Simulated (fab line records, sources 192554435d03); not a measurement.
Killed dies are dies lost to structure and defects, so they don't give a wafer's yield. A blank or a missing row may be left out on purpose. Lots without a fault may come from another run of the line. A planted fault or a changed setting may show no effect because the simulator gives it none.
A struck lot beside a sound one | flow n5_finfet | 20 steps out of a route of 1938
Sound: wafers L586.1, L586.3, L586.6. Struck: wafer L599.6. (L599.1 of the same lot was not struck and is left out.) The cause comes at the end.
At each step with rows: each side's tool, then ch and its chambers, then its first start. Under that, the readings that differ: sound wafers | struck wafers | difference of the means | sigmas: that difference in standard deviations of wafers without a fault.
alike: readings whose means differ by less than 2 such deviations, and words and numbers that are the same on both sides. not compared: withheld readings, readings that some wafer has no value for, bounds like >300 that may hide the same value, and numbers for which the record gives no deviation and whose values overlap.
The two part at a step that has a row with sigmas, a row that says differs or no value, or rows on one side only. Numbers that don't overlap but have no deviation are shown without sigmas and don't part them. A reading that every wafer of one side lacks parts them only if that side has two wafers or more.

first, 6 steps without rows for these wafers: N5_BEOL_M4_COAT_05 (resist thk 30 nm); N5_BEOL_M4_EBR_07; N5_BEOL_M4_SOFTBAKE_06 (time 60 s); N5_BEOL_M4_EXPOSE_08 (exposes mask M4); N5_BEOL_M4_PEB_09 (peb time 60 s); N5_BEOL_M4_DEVELOP_10 (develop time 30 s).
N5_BEOL_M4_CD_MEAS_11: target cd 16.79 nm.
  sound on cd_sem-03 ch 0, day 8 21:13; struck on cd_sem-01 ch 0, day 11 17:43
  alike: cd_nm
N5_BEOL_M4_OVL_MEAS_12:
  sound on overlay-01 ch 0, day 8 21:14; struck on overlay-02 ch 0, day 11 17:45
  alike: M4_OVL
N5_BEOL_M4_INSPECT_13: inspects for defects (brightfield).
  sound on defect_inspect-02, day 8 21:18; struck on defect_inspect-02, day 11 17:49
  alike: raw_defect_count
N5_BEOL_M4_DESCUM_16: chemistry O2, time 7 s.
  sound on rie_diel-05 ch 1,3, day 8 21:23; struck on rie_diel-04 ch 3, day 11 17:50
  alike: drypump_motor_current_A, oes_product_au, rf_vpp_V, showerhead_plenum_p_Torr, throttle_valve_pct
  not compared: rf_hours_counter_h
N5_BEOL_M4_ETCH_74: etches underlayer in N2/H2, target depth 6.5 nm, time 5.2 s.
  sound on rie_diel-05 ch 1,3, day 8 21:25; struck on rie_diel-04 ch 3, day 11 17:53
  alike: drypump_motor_current_A, etch_rf_on_time_s, h2_flow_sccm, oes_product_au, rf_vpp_V, showerhead_plenum_p_Torr, throttle_valve_pct
  not compared: rf_hours_counter_h
N5_BEOL_M4_ETCH_63: etches SiARC in CF4, target depth 15.6 nm, time 26 s.
  sound on rie_diel-05 ch 1,3, day 8 21:26; struck on rie_diel-04 ch 3, day 11 17:54
  alike: drypump_motor_current_A, etch_rf_on_time_s, oes_product_au, rf_vpp_V, showerhead_plenum_p_Torr, throttle_valve_pct
  not compared: rf_hours_counter_h
N5_BEOL_M4_ETCH_64: etches SOC in N2/H2, target depth 75 nm, overetch 22.5 nm, time 121.9 s.
  sound on rie_diel-05 ch 1,3, day 8 21:28; struck on rie_diel-04 ch 3, day 11 17:55
  reading                                    | sound       | struck | difference | sigmas
  model.SiARC_of_BEOL_M4_COAT_62.thk_nm (nm) | 6.6 6.4 6.2 | 4.8    | -1.6       |
  model.BEOL_M4.cd_offset_nm (nm)            | 0.2 0.2 0.2 | 0.6    | +0.4       |
  alike: drypump_motor_current_A, h2_flow_sccm, oes_product_au, rf_vpp_V, showerhead_plenum_p_Torr, throttle_valve_pct
  not compared: rf_hours_counter_h
then, 2 steps without rows for these wafers: N5_BEOL_M4_STRIP_65 (strips in N2/H2); N5_BEOL_M4_STRIP_75 (strips in N2/H2).
N5_BEOL_M4_STRIP_66: strips in CF4.
  sound on rie_diel-05 ch 1,3, day 8 21:36; struck on rie_diel-04 ch 3, day 11 18:04
  alike: drypump_motor_current_A, oes_product_au, rf_vpp_V, showerhead_plenum_p_Torr, throttle_valve_pct
  not compared: rf_hours_counter_h
N5_BEOL_M4_HM_OPEN_17: chemistry Cl2/BCl3, target TiN, target depth 20 nm, overetch 6 nm.
  sound on rie_metal-02 ch 0,1, day 8 21:38; struck on rie_metal-01 ch 1, day 11 18:06
  reading                         | sound       | struck | difference | sigmas
  model.BEOL_M4.cd_offset_nm (nm) | 0.4 0.2 0.4 | 0.6    | +0.3       |
  alike: drypump_motor_current_A, oes_product_au, throttle_valve_pct
  not compared: rf_hours_counter_h
N5_BEOL_M4_STRIP_19: strips in O2.
  sound on rie_diel-05 ch 0,1, day 8 21:45; struck on rie_diel-04 ch 1, day 11 18:18
  alike: drypump_motor_current_A, oes_product_au, rf_vpp_V, showerhead_plenum_p_Torr, throttle_valve_pct
  not compared: rf_hours_counter_h
N5_BEOL_M4_RC_MEAS_101:
  sound on prober-02 ch 0, day 9 10:29; struck on prober-02 ch 0, day 12 15:35
  reading       | sound       | struck | difference | sigmas
  ION_P (uA/um) | 476 477 472 | 452    | -23        | -3
  alike: DIBL_N, DIBL_P, IOFF_N, IOFF_P, ION_N, SS_N, SS_P, VT_N, VT_P
then, 1 step without rows for these wafers: N5_PASSIVATION_PROBE_49.

WHERE THEY PART
Only at N5_BEOL_M4_RC_MEAS_101, within this record.

WHY: what the simulator had put in
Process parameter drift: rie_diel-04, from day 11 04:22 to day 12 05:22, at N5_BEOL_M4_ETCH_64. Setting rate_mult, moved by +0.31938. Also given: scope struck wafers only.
